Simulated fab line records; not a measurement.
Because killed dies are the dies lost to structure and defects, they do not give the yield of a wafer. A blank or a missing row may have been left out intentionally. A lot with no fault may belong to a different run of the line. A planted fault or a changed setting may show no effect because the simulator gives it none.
Matching of chambers + flow n5-finfet + N5_MOL_CONTACT_COAG_ETCH_66 on rie-diel-03: 3 sister chambers
The step etches SiARC in CF4, target depth 13 nm, time 21.7 s. 24 wafers are shown with their chamber, then 10 later ones without.

WAFERS WITH THEIR CHAMBER
| wafer  | chamber | drypump-motor-current-A (A) | showerhead-plenum-p-Torr (Torr) | throttle-valve-pct (%) |
|--------|---------|-----------------------------|---------------------------------|------------------------|
| L074.1 | 1       | 6.1                         | 2.12                            | 15.50                  |
| L074.2 | 2       | 5.2                         | 2.13                            | 15.87                  |
| L074.3 | 0       | 6.2                         | 2.23                            | 15.83                  |
| L074.4 | 1       | 6.1                         | 2.12                            | 15.53                  |
| L074.5 | 0       | 6.2                         | 2.23                            | 15.84                  |
| L074.6 | 2       | 5.2                         | 2.13                            | 15.88                  |
| L076.1 | 0       | 6.2                         | 2.23                            | 15.83                  |
| L076.2 | 1       | 6.1                         | 2.12                            | 15.54                  |
| L076.5 | 2       | 5.2                         | 2.12                            | 15.90                  |
| L077.1 | 1       | 6.1                         | 2.12                            | 15.54                  |
| L077.2 | 2       | 5.2                         | 2.12                            | 15.90                  |
| L077.5 | 1       | 6.1                         | 2.12                            | 15.56                  |
| L078.1 | 2       | 5.2                         | 2.12                            | 15.90                  |
| L078.3 | 0       | 6.3                         | 2.23                            | 15.83                  |
| L078.6 | 2       | 5.2                         | 2.12                            | 15.90                  |
| L079.2 | 1       | 6.1                         | 2.12                            | 15.55                  |
| L079.3 | 0       | 6.2                         | 2.22                            | 15.84                  |
| L079.6 | 1       | 6.1                         | 2.12                            | 15.56                  |
| L082.1 | 0       | 6.2                         | 2.22                            | 15.87                  |
| L082.2 | 1       | 6.1                         | 2.12                            | 15.56                  |
| L082.5 | 2       | 5.2                         | 2.12                            | 15.92                  |
| L084.4 | 2       | 5.2                         | 2.12                            | 15.94                  |
| L084.5 | 0       | 6.2                         | 2.22                            | 15.88                  |
| L084.6 | 1       | 6.1                         | 2.11                            | 15.60                  |

SIGNATURES, as means of the wafers listed above
| reading                  | chamber 0 | chamber 1 | chamber 2 | scatter within a chamber |
|--------------------------|-----------|-----------|-----------|--------------------------|
| drypump-motor-current-A  | 6.214     | 6.100     | 5.200     | 0.0202                   |
| showerhead-plenum-p-Torr | 2.2257    | 2.1189    | 2.1225    | 0.00442                  |
| throttle-valve-pct       | 15.8457   | 15.5489   | 15.9013   | 0.0237                   |
Rule: a wafer's distance from a chamber is the root of the sum, over the readings, of the square of ((its reading less the chamber's mean) divided by the reading's scatter). The wafer belongs to the nearest chamber; if the next one is less than 2 further off, it can't be placed. The scatter is the square root of a quotient: the sum, over the shown wafers, of each reading's squared deviation from its chamber's mean, divided by wafers minus chambers.

WAFERS WHOSE CHAMBER IS MISSING
| wafer  | drypump-motor-current-A (A) | showerhead-plenum-p-Torr (Torr) | throttle-valve-pct (%) |
|--------|-----------------------------|---------------------------------|------------------------|
| L085.2 | 5.2                         | 2.12                            | 15.96                  |
| L085.4 | 5.2                         | 2.12                            | 15.95                  |
| L085.5 | 6.2                         | 2.22                            | 15.89                  |
| L086.1 | 6.1                         | 2.11                            | 15.60                  |
| L086.2 | 5.2                         | 2.11                            | 15.96                  |
| L086.6 | 6.2                         | 2.22                            | 15.89                  |
| L087.4 | 6.2                         | 2.22                            | 15.91                  |
| L087.5 | 5.2                         | 2.11                            | 15.99                  |
| L087.6 | 6.1                         | 2.11                            | 15.60                  |
| L097.1 | 5.2                         | 2.11                            | 15.46                  |

THE CHAMBER EACH PASSED THROUGH
| wafer  | from the rows above | in truth |
|--------|---------------------|----------|
| L085.2 | 2                   | 2        |
| L085.4 | 2                   | 2        |
| L085.5 | 0                   | 0        |
| L086.1 | 1                   | 1        |
| L086.2 | 2                   | 2        |
| L086.6 | 0                   | 0        |
| L087.4 | 0                   | 0        |
| L087.5 | 2                   | 2        |
| L087.6 | 1                   | 1        |
| L097.1 | 2                   | 2        |
Placed correctly: 10 of 10. Not placeable from these rows: 0. Placed wrongly: 0.
